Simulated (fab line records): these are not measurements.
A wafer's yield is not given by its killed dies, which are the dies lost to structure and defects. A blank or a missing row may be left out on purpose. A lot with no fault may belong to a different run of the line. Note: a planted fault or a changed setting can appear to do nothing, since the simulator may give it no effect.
Chamber matching / flow n5 finfet / N5_BEOL_M9_DEP_56 on pecvd-03: 3 sister chambers
The step deposits SiCN from 3MS/NH3, target thk 15 nm, time 26.5 s. 16 wafers are shown with their chamber, then 8 later ones without.

== WAFERS PAIRED WITH THEIR CHAMBERS ==
wafer=L076.4; chamber=1; showerhead plenum p Torr (Torr)=3.644; throttle valve pct (%)=9.4
wafer=L076.5; chamber=2; showerhead plenum p Torr (Torr)=3.687; throttle valve pct (%)=8.8
wafer=L076.6; chamber=0; showerhead plenum p Torr (Torr)=3.681; throttle valve pct (%)=9.7
wafer=L079.2; chamber=0; showerhead plenum p Torr (Torr)=3.687; throttle valve pct (%)=9.6
wafer=L079.3; chamber=2; showerhead plenum p Torr (Torr)=3.673; throttle valve pct (%)=8.4
wafer=L079.4; chamber=1; showerhead plenum p Torr (Torr)=3.636; throttle valve pct (%)=9.6
wafer=L083.3; chamber=1; showerhead plenum p Torr (Torr)=3.633; throttle valve pct (%)=9.3
wafer=L083.5; chamber=1; showerhead plenum p Torr (Torr)=3.639; throttle valve pct (%)=9.3
wafer=L083.6; chamber=0; showerhead plenum p Torr (Torr)=3.675; throttle valve pct (%)=9.7
wafer=L088.1; chamber=1; showerhead plenum p Torr (Torr)=3.640; throttle valve pct (%)=9.6
wafer=L088.5; chamber=1; showerhead plenum p Torr (Torr)=3.630; throttle valve pct (%)=9.4
wafer=L088.6; chamber=0; showerhead plenum p Torr (Torr)=3.683; throttle valve pct (%)=9.9
wafer=L086.1; chamber=0; showerhead plenum p Torr (Torr)=3.671; throttle valve pct (%)=9.8
wafer=L086.5; chamber=1; showerhead plenum p Torr (Torr)=3.638; throttle valve pct (%)=9.6
wafer=L086.6; chamber=2; showerhead plenum p Torr (Torr)=3.682; throttle valve pct (%)=9.0
wafer=L089.2; chamber=1; showerhead plenum p Torr (Torr)=3.639; throttle valve pct (%)=9.7

SIGNATURES (means of the wafers above)
reading=showerhead plenum p Torr; chamber 0=3.67940; chamber 1=3.63738; chamber 2=3.68067; scatter within a chamber=0.00552
reading=throttle valve pct; chamber 0=9.740; chamber 1=9.488; chamber 2=8.733; scatter within a chamber=0.177
Rule: a wafer lies at a distance from a chamber equal to the root of the sum of squares, over the readings, of (its reading less the chamber's mean, divided by the reading's scatter). The wafer belongs to the nearest chamber; if the next one is less than 2 further off, it can't be placed. How the scatter is found: for the shown wafers, subtract from each reading the mean of its chamber, square and add these, divide the total by (wafers less chambers), then take the root.

== WAFERS WHOSE CHAMBER IS MISSING ==
wafer=L089.5; showerhead plenum p Torr (Torr)=3.645; throttle valve pct (%)=9.5
wafer=L089.6; showerhead plenum p Torr (Torr)=3.674; throttle valve pct (%)=9.9
wafer=L090.1; showerhead plenum p Torr (Torr)=3.672; throttle valve pct (%)=8.6
wafer=L090.3; showerhead plenum p Torr (Torr)=3.679; throttle valve pct (%)=9.8
wafer=L090.4; showerhead plenum p Torr (Torr)=3.628; throttle valve pct (%)=9.5
wafer=L096.1; showerhead plenum p Torr (Torr)=3.682; throttle valve pct (%)=8.8
wafer=L096.2; showerhead plenum p Torr (Torr)=3.632; throttle valve pct (%)=9.3
wafer=L096.4; showerhead plenum p Torr (Torr)=3.636; throttle valve pct (%)=9.3

== WHICH CHAMBER EACH WENT THROUGH ==
wafer=L089.5; from the rows above=1; in truth=1
wafer=L089.6; from the rows above=0; in truth=0
wafer=L090.1; from the rows above=2; in truth=2
wafer=L090.3; from the rows above=0; in truth=0
wafer=L090.4; from the rows above=1; in truth=1
wafer=L096.1; from the rows above=2; in truth=2
wafer=L096.2; from the rows above=1; in truth=1
wafer=L096.4; from the rows above=1; in truth=1
Correctly placed: 8 of 8. Number that these rows cannot place: 0. Number placed wrongly: 0.
